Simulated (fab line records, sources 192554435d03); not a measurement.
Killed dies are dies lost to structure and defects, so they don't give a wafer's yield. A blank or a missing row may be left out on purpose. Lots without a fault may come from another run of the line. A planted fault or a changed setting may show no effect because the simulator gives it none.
fab line records | flow n5_finfet
record lots=8 wafers=24 last_day=16
route steps=1938 shown ILD0@344 SDB@374 DUMMY_REMOVAL@377 BEOL_M4@1111 PASSIVATION@1936
lots that met no fault: from a run of the same line without faults
start_h: hours from the record's first day to the start of the lot's first wafer shown | wait_h: hours since the lot's step before | " the same as in the row above | L1.1+2: a row that stands for several wafers | - no value, or no start given | * or withheld: withheld | < > ~ a bound
route shown NAME@n: a module of which the file shows steps, and the number in the route of the first | usual: mean/standard deviation of fault-free wafers | same: alike in all rows | chamber/n: place in a boat | sites: the reading at each site | _std_site: their standard deviation | _edge_site: outer sites' mean less inner sites' | radius_mm: how far each site lies from the wafer's centre | mask NAME#n: copy n | behind: the tool/chamber that last shaped the wafer | hold: why the lot was held/for how many hours/how that ended | device: the transistor (n, p or np) that didn't switch | end of line: the same wafers' tests at the end of the route | a step without rows: its recipe alone | killed: dies lost to structure and defects at the first sort, not the wafer's yield | map: a wafer's dies, x killed, . not, _ none there
set.NAME: the setting as run; set.NAME@STEP: as run at that earlier step | model.NAME: the simulator's own value behind a step, which no gauge read
steps of the route over a sample of lots; a table a step, a row a wafer
services: from which hour (start_h, from the record's first day; less than 0 if before it) a tool's chamber was out of use, for how many hours, and why
## steps
# step N5_ILD0_CMP_12
# recipe stop_on=poly-Si material=SiNx t_overpolish_s=6 post_cmp_clean=alkaline_brush down_force_psi=2.5 platen_rpm=51.8 pad_velocity_m_s=1.0307 target_thk_nm=17.67
# usual motor_current_A=9.1/0.79 overpolish_run_s=5.999/0.0099 slurry_filter_dp_kPa=13.48/0.15 time_to_endpoint_s=29/3.4
# columns lot.wafer tool chamber start_h wait_h motor_current_A overpolish_run_s slurry_filter_dp_kPa time_to_endpoint_s
L150.3 cmp-01 1 74.37 1.1 7.9 5.993 13.50 32
L150.1 " 0 " " 9.0 6.002 13.32 32
L150.5 " 1 " " 8.0 5.998 13.45 29
L152.2 cmp-03 3 83.12 1.2 8.8 5.995 13.31 20
L152.6 " 0 " " 9.0 5.986 13.49 30
L152.5 " 1 " " 8.3 6.004 13.69 24
L155.4 cmp-01 0 101.64 1.2 8.8 6.001 13.32 30
L155.2 " 1 " " 7.9 5.997 13.36 31
L155.3 " 2 " " 10.5 5.999 13.50 31
L160.1 cmp-03 1 134.73 1.1 8.6 6.001 13.50 29
L160.4 " 3 " " 8.4 6.000 13.65 26
L160.5 " 1 " " 8.3 6.014 13.26 26
L161.4 cmp-02 2 138.60 1.2 8.6 6.001 13.28 32
L161.2 " 0 " " 8.9 5.994 13.53 30
L161.6 " 1 " " 8.9 6.015 13.62 29
L162.3 cmp-01 0 143.12 1.1 8.6 6.009 13.62 33
L162.1 " 1 " " 8.0 5.992 13.39 31
L162.5 " 1 " " 7.5 5.997 13.52 31
L167.2 cmp-02 1 175.74 1.2 9.0 6.006 13.55 31
L167.1 " 2 " " 8.8 6.004 13.46 31
L167.5 " 1 " " 9.1 6.002 13.68 32
L171.2 cmp-02 2 197.86 1.2 9.1 5.996 13.84 29
L171.1 " 3 " " 9.1 5.995 13.47 31
L171.6 " 0 " " 8.5 6.014 13.55 32
# step N5_SDB_CMP_30
# recipe stop_on=poly-Si t_overpolish_s=1.54 post_cmp_clean=alkaline_brush down_force_psi=4.1491 platen_rpm=51.796 pad_velocity_m_s=1.0306 target_thk_nm=30
# usual motor_current_A=12.5/1.5 overpolish_run_s=1.540/0.0088 slurry_filter_dp_kPa=13.50/0.14 time_to_endpoint_s=17/3
# columns lot.wafer tool chamber start_h wait_h motor_current_A overpolish_run_s slurry_filter_dp_kPa time_to_endpoint_s
L150.1 cmp-01 1 78.75 1.4 10.7 1.537 13.24 19
L150.3 " 3 " " 14.8 1.523 13.50 23
L150.5 " 1 " " 10.9 1.543 13.53 20
L152.2 cmp-03 2 87.38 1.5 13.5 1.530 13.35 15
L152.5 " 0 " " 12.5 1.538 13.48 21
L152.6 " 1 " " 11.0 1.541 13.47 15
L155.2 cmp-01 0 106.00 1.4 12.1 1.532 13.68 18
L155.4 " 2 " " 14.5 1.533 13.49 17
L155.3 " 3 " " 15.8 1.554 13.58 17
L160.1 cmp-03 1 139.06 1.4 11.1 1.541 13.65 13
L160.4 " 0 " " 12.8 1.537 13.85 21
L160.5 " 1 " " 11.3 1.533 13.34 15
L161.2 cmp-01 3 142.89 1.4 14.9 1.531 13.33 18
L161.4 " 1 " " 10.1 1.543 13.36 17
L161.6 " 3 " " 13.8 1.548 13.58 18
L162.3 cmp-01 0 147.54 1.4 12.1 1.543 13.43 17
L162.1 " 1 " " 10.9 1.546 13.29 18
L162.5 " 0 " " 12.5 1.544 13.37 18
L167.1 cmp-04 0 180.68 1.4 10.8 1.551 13.29 21
L167.2 " 3 " " 14.4 1.543 13.57 18
L167.5 " 0 " " 10.2 1.520 13.48 20
L171.2 cmp-04 2 202.99 1.4 11.1 1.549 13.43 17
L171.1 " 3 " " 14.8 1.565 13.50 19
L171.6 " 1 " " 13.1 1.528 13.32 19
# step N5_SDB_INSPECT_36
# recipe inspect_instrument=darkfield mode=post_cmp
# usual raw_defect_count=36/17
# columns lot.wafer tool chamber start_h wait_h raw_defect_count
L150.1 defect_inspect-02 - 79.03 0.0 58
L150.3 " - " " 57
L150.5 " - " " 63
L152.2 defect_inspect-01 - 87.63 0.0 41
L152.5 " - " " 74
L152.6 " - " " 52
L155.2 defect_inspect-01 - 106.32 0.0 26
L155.3 " - " " 24
L155.4 " - " " 23
L160.1 defect_inspect-02 - 139.38 0.0 25
L160.4 " - " " 17
L160.5 " - " " 23
L161.2 defect_inspect-01 - 143.21 0.0 635
L161.4 " - " " 648
L161.6 " - " " 672
L162.1 defect_inspect-01 - 147.86 0.0 583
L162.3 " - " " 587
L162.5 " - " " 580
L167.1 defect_inspect-01 - 181.00 0.0 20
L167.2 " - " " 48
L167.5 " - " " 31
L171.1 defect_inspect-02 - 203.27 0.0 40
L171.2 " - " " 19
L171.6 " - " " 40
# step N5_DUMMY_REMOVAL_HM_STRIP_01
# recipe chemistry=CH3F/O2 material=SiNx target_depth_a=40 stop_on=poly-Si time_s=6.8 over_etch_frac=0.3 ion_energy_ev=60 power_w=410 bias_w=29 Ar_flow_sccm=150 CH3F_flow_sccm=30 O2_flow_sccm=20
# usual CH3F_flow_sccm=30.01/0.091 drypump_motor_current_A=5.8/0.42 oes_product_au=0.62/0.046 rf_vpp_V=127.5/0.85 showerhead_plenum_p_Torr=2.00/0.055 throttle_valve_pct=16.38/0.14
# columns lot.wafer tool chamber start_h wait_h CH3F_flow_sccm drypump_motor_current_A oes_product_au rf_hours_counter_h rf_vpp_V showerhead_plenum_p_Torr throttle_valve_pct
L150.1 rie_diel-02 2 79.21 0.2 29.93 6.3 0.61 142 127.7 2.08 16.38
L150.3 " 0 " " 30.01 5.8 0.62 175 127.4 1.99 16.49
L150.5 " 0 " " 30.03 5.8 0.62 - 127.5 1.99 16.49
L152.2 rie_diel-05 2 87.66 0.0 29.94 5.3 0.61 159 128.6 2.08 16.21
L152.5 " 2 " " 30.03 5.3 0.60 - 128.0 2.08 16.21
L152.6 " 0 " " 30.11 6.1 0.70 - 128.5 2.03 16.34
L155.2 rie_diel-04 2 106.37 0.0 30.02 6.2 0.61 139 126.3 2.02 16.62
L155.3 " 1 " " 29.97 5.2 0.75 15 127.0 2.05 16.27
L155.4 " 2 " " 30.07 6.2 0.61 - 126.4 2.02 16.62
L160.1 rie_diel-02 2 139.46 0.1 29.90 6.3 0.60 156 128.1 2.08 16.42
L160.4 " 0 " " 30.06 5.8 0.60 192 127.5 1.99 16.52
L160.5 " 3 " " 30.17 5.8 0.59 - 127.7 1.99 16.23
L161.2 rie_diel-02 0 143.40 0.2 30.15 5.8 0.60 193 127.2 1.99 16.53
L161.4 " 0 " " 30.08 5.8 0.60 - 126.0 1.99 16.56
L161.6 " 2 " " 30.08 6.3 0.60 - 127.0 2.08 16.44
L162.1 rie_diel-05 0 147.90 0.0 30.14 6.1 0.68 55 128.0 2.02 16.37
L162.3 " 2 " " 29.97 5.3 0.59 178 127.0 2.08 16.22
L162.5 " 3 " " 30.05 6.1 0.65 - 126.0 1.94 16.29
L167.1 rie_diel-04 1 181.03 0.0 30.16 5.2 0.71 38 127.4 2.05 16.33
L167.2 " 0 " " 30.01 5.2 0.58 193 127.1 1.91 16.48
L167.5 " 1 " " 30.02 5.2 0.72 - 129.3 2.05 16.31
L171.1 rie_diel-05 2 203.42 0.1 29.97 5.3 0.58 194 127.5 2.07 16.27
L171.2 " 1 " " 29.89 6.3 0.56 232 127.3 2.06 16.36
L171.6 " 1 " " 29.81 6.3 0.56 - 128.7 2.06 16.35
# step N5_DUMMY_REMOVAL_STRIP_10
# recipe chemistry=N2/H2 time_s=40 power_w=100 temp_c=40 pressure_mtorr=100 rf_frequency_hz=6e+07 bias_power_w=3 n2_flow_sccm=300 h2_flow_sccm=300
# usual drypump_motor_current_A=5.8/0.42 oes_product_au=0.76/0.062 rf_vpp_V=45.2/0.81 showerhead_plenum_p_Torr=3.37/0.096 temp_c=39.99/0.12 throttle_valve_pct=12.24/0.15
# columns lot.wafer tool chamber start_h wait_h drypump_motor_current_A oes_product_au rf_hours_counter_h rf_vpp_V showerhead_plenum_p_Torr temp_c throttle_valve_pct
L150.1 rie_diel-02 2 79.24 0.0 6.3 0.76 142 44.7 3.51 40.07 12.28
L150.3 " 0 " " 5.8 0.76 175 45.5 3.36 40.17 12.42
L150.5 " 0 " " 5.8 0.77 - 44.9 3.36 40.08 12.42
L152.2 rie_diel-05 2 87.69 0.0 5.3 0.74 159 45.1 3.53 40.02 12.18
L152.5 " 2 " " 5.3 0.73 - 46.8 3.53 40.00 12.16
L152.6 " 0 " " 6.1 0.88 - 46.6 3.42 39.97 12.15
L155.2 rie_diel-04 2 106.40 0.0 6.2 0.77 139 46.4 3.37 39.87 12.34
L155.3 " 1 " " 5.2 0.93 15 46.0 3.45 39.98 11.97
L155.4 " 2 " " 6.2 0.76 - 46.1 3.37 39.97 12.35
L160.1 rie_diel-02 2 139.50 0.0 6.3 0.74 156 44.1 3.51 39.82 12.32
L160.4 " 0 " " 5.8 0.75 192 44.7 3.35 39.90 12.46
L160.5 " 3 " " 5.9 0.73 - 44.8 3.34 39.98 12.25
L161.2 rie_diel-02 0 143.43 0.0 5.8 0.75 193 44.7 3.35 40.00 12.47
L161.4 " 0 " " 5.8 0.75 - 46.0 3.35 40.00 12.47
L161.6 " 2 " " 6.3 0.73 - 45.1 3.50 39.97 12.32
L162.1 rie_diel-05 0 147.94 0.0 6.1 0.83 55 45.2 3.41 40.04 12.20
L162.3 " 2 " " 5.3 0.72 178 45.5 3.52 40.08 12.21
L162.5 " 3 " " 6.1 0.80 - 46.0 3.25 40.17 11.97
L167.1 rie_diel-04 1 181.07 0.0 5.2 0.89 38 44.6 3.44 39.88 12.04
L167.2 " 0 " " 5.2 0.72 193 44.6 3.23 40.09 12.34
L167.5 " 1 " " 5.2 0.89 - 44.7 3.44 39.89 12.04
L171.1 rie_diel-05 2 203.45 0.0 5.3 0.71 194 45.5 3.51 39.98 12.26
L171.2 " 1 " " 6.4 0.68 232 44.9 3.48 39.68 12.33
L171.6 " 1 " " 6.4 0.67 - 45.3 3.48 39.70 12.32
# step N5_DUMMY_REMOVAL_INSPECT_06
# recipe inspect_instrument=brightfield mode=aei
# usual raw_defect_count=12/5.5
# columns lot.wafer tool chamber start_h wait_h raw_defect_count
L150.1 defect_inspect-01 - 79.40 0.0 18
L150.3 " - " " 3
L150.5 " - " " 7
L152.2 defect_inspect-01 - 87.86 0.0 10
L152.5 " - " " 11
L152.6 " - " " 9
L155.2 defect_inspect-01 - 106.61 0.0 14
L155.3 " - " " 10
L155.4 " - " " 8
L160.1 defect_inspect-01 - 139.66 0.0 11
L160.4 " - " " 13
L160.5 " - " " 14
L161.2 defect_inspect-01 - 143.59 0.0 605
L161.4 " - " " 598
L161.6 " - " " 627
L162.1 defect_inspect-01 - 148.14 0.0 580
L162.3 " - " " 554
L162.5 " - " " 567
L167.1 defect_inspect-02 - 181.23 0.0 10
L167.2 " - " " 10
L167.5 " - " " 11
L171.1 defect_inspect-02 - 203.63 0.0 17
L171.2 " - " " 12
L171.6 " - " " 15
# step N5_BEOL_M4_RC_MEAS_101
# usual DIBL_N=36.3/1.7 DIBL_P=36.5/1.8 IOFF_N=0.16/0.033 IOFF_P=0.21/0.037 ION_N=675/11 ION_P=462/7.9 SS_N=71.6/0.64 SS_P=73.3/0.68 VT_N=249/3.3 VT_P=-250/3.3
# columns lot.wafer tool chamber start_h wait_h DIBL_N[mV/V] DIBL_P[mV/V] IOFF_N[nA/um] IOFF_P[nA/um] ION_N[uA/um] ION_P[uA/um] SS_N[mV/dec] SS_P[mV/dec] VT_N[mV] VT_P[mV]
L150.1 prober-02 0 179.55 0.0 33.6 34.1 0.14 0.21 673 467 71.1 73.2 248 -248
L150.3 " 0 " " 36.4 37.0 0.18 0.25 679 468 72.3 73.4 250 -249
L150.5 " 0 " " 35.8 36.4 0.17 0.24 676 467 71.8 73.1 249 -246
L152.2 prober-01 0 181.49 0.2 35.7 36.1 0.15 0.18 682 467 71.0 73.3 251 -251
L152.5 " 0 " " 33.6 33.4 0.11 0.14 681 462 71.0 72.8 255 -257
L152.6 " 0 " " 36.1 36.5 0.14 0.18 677 463 71.5 73.3 253 -253
L155.2 prober-01 0 202.29 0.2 37.3 38.4 0.18 0.24 680 466 72.3 72.8 247 -251
L155.3 " 0 " " 36.6 36.7 0.17 0.22 688 459 71.7 72.8 250 -253
L155.4 " 0 " " 37.0 37.8 0.17 0.24 676 465 72.3 73.0 249 -248
L160.1 prober-01 0 225.25 0.0 35.8 36.3 0.16 0.20 684 464 71.3 72.9 249 -251
L160.4 " 0 " " 35.6 34.7 0.15 0.17 666 450 71.1 72.7 249 -253
L160.5 " 0 " " 34.2 33.9 0.13 0.17 657 448 71.1 72.1 251 -253
L161.2 prober-02 0 231.18 0.2 37.2 37.8 0.19 0.25 685 472 72.0 72.9 246 -244
L161.4 " 0 " " 37.7 39.0 0.19 0.27 675 466 72.6 73.8 246 -247
L161.6 " 0 " " 35.5 36.4 0.16 0.23 683 475 71.1 73.1 249 -248
L162.1 prober-02 0 250.98 0.0 38.8 39.3 0.21 0.25 672 458 71.6 74.9 245 -249
L162.3 " 0 " " 36.4 34.7 0.15 0.17 665 448 71.3 72.5 253 -253
L162.5 " 0 " " 38.9 38.0 0.21 0.22 676 453 72.8 74.5 248 -250
L167.1 prober-02 0 270.29 0.0 37.0 38.3 0.22 0.22 705 462 72.0 73.2 243 -251
L167.2 " 0 " " 38.2 39.1 0.23 0.23 686 456 72.5 73.7 244 -248
L167.5 " 0 " " 37.9 38.9 0.24 0.23 683 458 72.2 73.6 240 -250
L171.1 prober-02 0 298.18 0.0 36.2 35.1 0.14 0.17 662 447 71.2 73.8 253 -251
L171.2 " 0 " " 37.3 36.3 0.16 0.18 677 458 72.1 73.9 249 -254
L171.6 " 0 " " 37.5 37.0 0.16 0.20 673 458 71.5 74.2 247 -253
# step N5_PASSIVATION_PROBE_49
# usual defect_limited_yield=91.3/1.5 killed_at_M0_to_M3=34/9.4 killed_at_M4_up=13/5.3 killed_at_contacts=13/5.7 killed_at_front_end=40/10 killed_at_other=3.7/2.8 killed_dies=103/17 killed_on_rim=13/4.2 killed_open=67/13 killed_short=35/8.5 sort_bin_5_function=5.0/0.98 sort_bin_6_memory=3.3/0.7 sort_n_pass=1077/17 sort_yield_pct=91.3/1.5
# same gross_dies=1180 killed_at_back_side=0 sort_bin_4_leakage[%]=0 sort_bin_8_speed[%]=0
# columns lot.wafer tool chamber start_h wait_h defect_limited_yield[%] killed_at_M0_to_M3 killed_at_M4_up killed_at_contacts killed_at_front_end killed_at_other killed_dies killed_on_rim killed_open killed_short sort_bin_5_function[%] sort_bin_6_memory[%] sort_n_pass sort_yield_pct[%]
L161.2 prober-01 - 332.62 0.1 54.9 23 10 28 471 0 532 64 57 38 27.7 14.0 648 54.9
L161.4 prober-01 - 332.72 0.2 56.7 24 12 18 456 1 511 62 48 27 27.3 13.1 669 56.7
L161.6 prober-01 - 332.82 0.3 55.4 33 16 20 454 3 526 69 65 23 27.6 14.0 654 55.4
L162.1 prober-01 - 355.52 0.0 57.2 24 13 8 457 3 505 63 61 32 26.5 13.6 675 57.2
L162.3 prober-01 - 355.62 0.1 57.1 21 5 12 465 3 506 66 55 34 27.5 13.4 674 57.1
L162.5 prober-01 - 355.72 0.2 56.9 22 5 11 464 6 508 60 55 22 27.2 14.0 672 56.9
# killed by level:class
L161.2 SDB:unspecified=434 MOL_CONTACT_COAG:geometric_particle:open=23 FIN_SAQP:geometric_particle:short=8 STI_FIN_REVEAL:geometric_particle:open=7 BEOL_M3:geometric_particle:open=7 STARTING-WAFER:geometric_particle:short=6 MOL_CONTACT_COAG:geometric_particle:short=5 STI_FIN_REVEAL:geometric_particle:short=4
L161.4 SDB:unspecified=433 MOL_CONTACT_COAG:geometric_particle:open=14 BEOL_M0_SAQP:geometric_particle:short=7 STI_FIN_REVEAL:geometric_particle:open=5 BEOL_M3:geometric_particle:open=5 MOL_CONTACT_COAG:geometric_particle:short=4 BEOL_M2:geometric_particle:open=4 BEOL_M4:geometric_particle:open=4
L161.6 SDB:unspecified=433 MOL_CONTACT_COAG:geometric_particle:open=17 BEOL_M3:geometric_particle:open=11 BEOL_M0_SAQP:geometric_particle:open=8 GATE_CUT:geometric_particle:open=4 BEOL_M1:geometric_particle:open=4 BEOL_M8:geometric_particle:open=4 STARTING-WAFER:geometric_particle:short=4
L162.1 SDB:unspecified=412 BEOL_M2:geometric_particle:open=9 MOL_CONTACT_COAG:geometric_particle:open=7 STI_FIN_REVEAL:geometric_particle:open=6 GATE_CUT:geometric_particle:short=6 GATE_CUT:geometric_particle:open=6 FIN_SAQP:geometric_particle:open=5 FIN_SAQP:geometric_particle:short=4
L162.3 SDB:unspecified=417 FIN_SAQP:geometric_particle:open=10 MOL_CONTACT_COAG:geometric_particle:open=8 BEOL_M2:geometric_particle:open=8 STI_FIN_REVEAL:geometric_particle:open=7 FIN_SAQP:geometric_particle:short=5 STI_FIN_REVEAL:geometric_particle:short=5 ILD0:geometric_particle:short=5
L162.5 SDB:unspecified=430 MOL_CONTACT_COAG:geometric_particle:open=10 BEOL_M2:geometric_particle:open=10 GATE_CUT:geometric_particle:short=7 STARTING-WAFER:geometric_particle:open=6 FIN_SAQP:geometric_particle:open=5 BEOL_M0_SAQP:geometric_particle:open=4 DUMMY_GATE:geometric_particle:open=3
## services
# columns tool chamber start_h hours kind
rie_diel-02 - 50.71 2.8 repair
cmp-04 - 56.71 1.4 repair
rie_diel-05 1 75.65 12.2 repair
rie_diel-04 3 102.34 4.6 repair
rie_diel-02 2 104.30 10.3 repair
rie_diel-05 3 106.16 6.8 repair
cmp-02 - 111.91 0.3 repair
cmp-02 - 119.22 4.0 pm
cmp-01 - 121.79 5.5 pm
cmp-02 - 123.22 - consumable_replace:conditioner
cmp-04 - 131.04 0.9 repair
rie_diel-05 1 139.32 17.3 repair
rie_diel-02 3 143.02 4.5 repair
rie_diel-04 0 150.47 3.8 repair
cmp-02 - 152.72 2.9 repair
rie_diel-02 3 155.23 9.1 repair
rie_diel-04 2 180.80 8.5 repair
cmp-03 - 185.30 6.0 repair
rie_diel-04 3 189.27 - clean
rie_diel-04 3 189.27 - consumable_replace:focus_ring
rie_diel-04 3 189.27 22.4 scheduled_down
rie_diel-04 3 189.27 22.4 vent_cycle
rie_diel-02 - 189.99 2.8 pm
cmp-01 - 193.40 0.3 repair
## key
first_sign step=N5_SDB_INSPECT_36 reading=raw_defect_count direction=up sigmas=34 usual=36 struck=618
effect step=N5_DUMMY_REMOVAL_INSPECT_06 reading=raw_defect_count direction=up sigmas=99+ usual=12 struck=588
effect step=N5_PASSIVATION_PROBE_49 reading=killed_at_front_end direction=up sigmas=40 usual=40 struck=461
more_kills_born_at N5_SDB_CMP_30@cmp-01=2559
met_at N5_SDB_CMP_30
struck_lots L161,L162
not_acting_at N5_ILD0_CMP_12,N5_DUMMY_REMOVAL_HM_STRIP_01,N5_DUMMY_REMOVAL_STRIP_10
onset_between 106.00 142.89
fault kind=chamber_particle_source tool=cmp-01 chamber=- onset_h=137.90 steps=N5_SDB_CMP_30 rate_per_visit_cm2=0.87158 end_h=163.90
